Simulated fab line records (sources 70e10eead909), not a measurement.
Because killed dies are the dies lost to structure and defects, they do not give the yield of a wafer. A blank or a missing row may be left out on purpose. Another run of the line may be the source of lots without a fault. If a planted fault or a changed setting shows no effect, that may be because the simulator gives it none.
Chamber matching :: flow nand_harc :: NHARC_A_STAIRCASE_DEP_301 on pecvd-03: 3 sister chambers
The step deposits SiON, target thk 30 nm. 3 wafers are shown with their chamber, then 11 later ones without.

WAFERS, EACH WITH ITS CHAMBER
wafer: L085.5
chamber: 2
heater_power_w (W): 644

wafer: L085.6
chamber: 0
heater_power_w (W): 819

wafer: L088.4
chamber: 1
heater_power_w (W): 809

WAFERS MISSING THEIR CHAMBER
wafer: L088.5
heater_power_w (W): 827

wafer: L088.6
heater_power_w (W): 635

wafer: L096.2
heater_power_w (W): 871

wafer: L096.4
heater_power_w (W): 834

wafer: L096.5
heater_power_w (W): 705

wafer: L096.1
heater_power_w (W): 713

wafer: L096.3
heater_power_w (W): 732

wafer: L096.6
heater_power_w (W): 765

wafer: L095.1
heater_power_w (W): 955

wafer: L095.3
heater_power_w (W): 696

wafer: L095.6
heater_power_w (W): 724

WHICH CHAMBER EACH WENT THROUGH
wafer: L088.5
from the rows above: can't be placed: 0 or 1
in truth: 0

wafer: L088.6
from the rows above: 2
in truth: 2

wafer: L096.2
from the rows above: can't be placed: 0 or 1
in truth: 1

wafer: L096.4
from the rows above: can't be placed: 0 or 1
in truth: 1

wafer: L096.5
from the rows above: can't be placed: 2 or 1 or 0
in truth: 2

wafer: L096.1
from the rows above: can't be placed: 2 or 1 or 0
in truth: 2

wafer: L096.3
from the rows above: can't be placed: 1 or 0 or 2
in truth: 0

wafer: L096.6
from the rows above: can't be placed: 1 or 0 or 2
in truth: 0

wafer: L095.1
from the rows above: can't be placed: 0 or 1
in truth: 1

wafer: L095.3
from the rows above: can't be placed: 2 or 1 or 0
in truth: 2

wafer: L095.6
from the rows above: can't be placed: 2 or 1 or 0
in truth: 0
Placed correctly: 1 of 11. Can't be placed from these rows: 10 (the true chamber is among the candidates in 10). Wrongly placed: 0.
How it was worked out, from the rows above alone: a wafer's distance from a chamber is the root of the sum, over the readings, of the square of ((its reading less the chamber's mean) divided by the reading's scatter). If the next closest chamber is less than 2 further off than the closest, the wafer can't be placed; otherwise it belongs to the closest. A chamber's mean is the mean of its shown wafers. The scatter: with one shown wafer a chamber, the root of the mean of the squares of how far each hidden wafer lies from its nearest shown one.
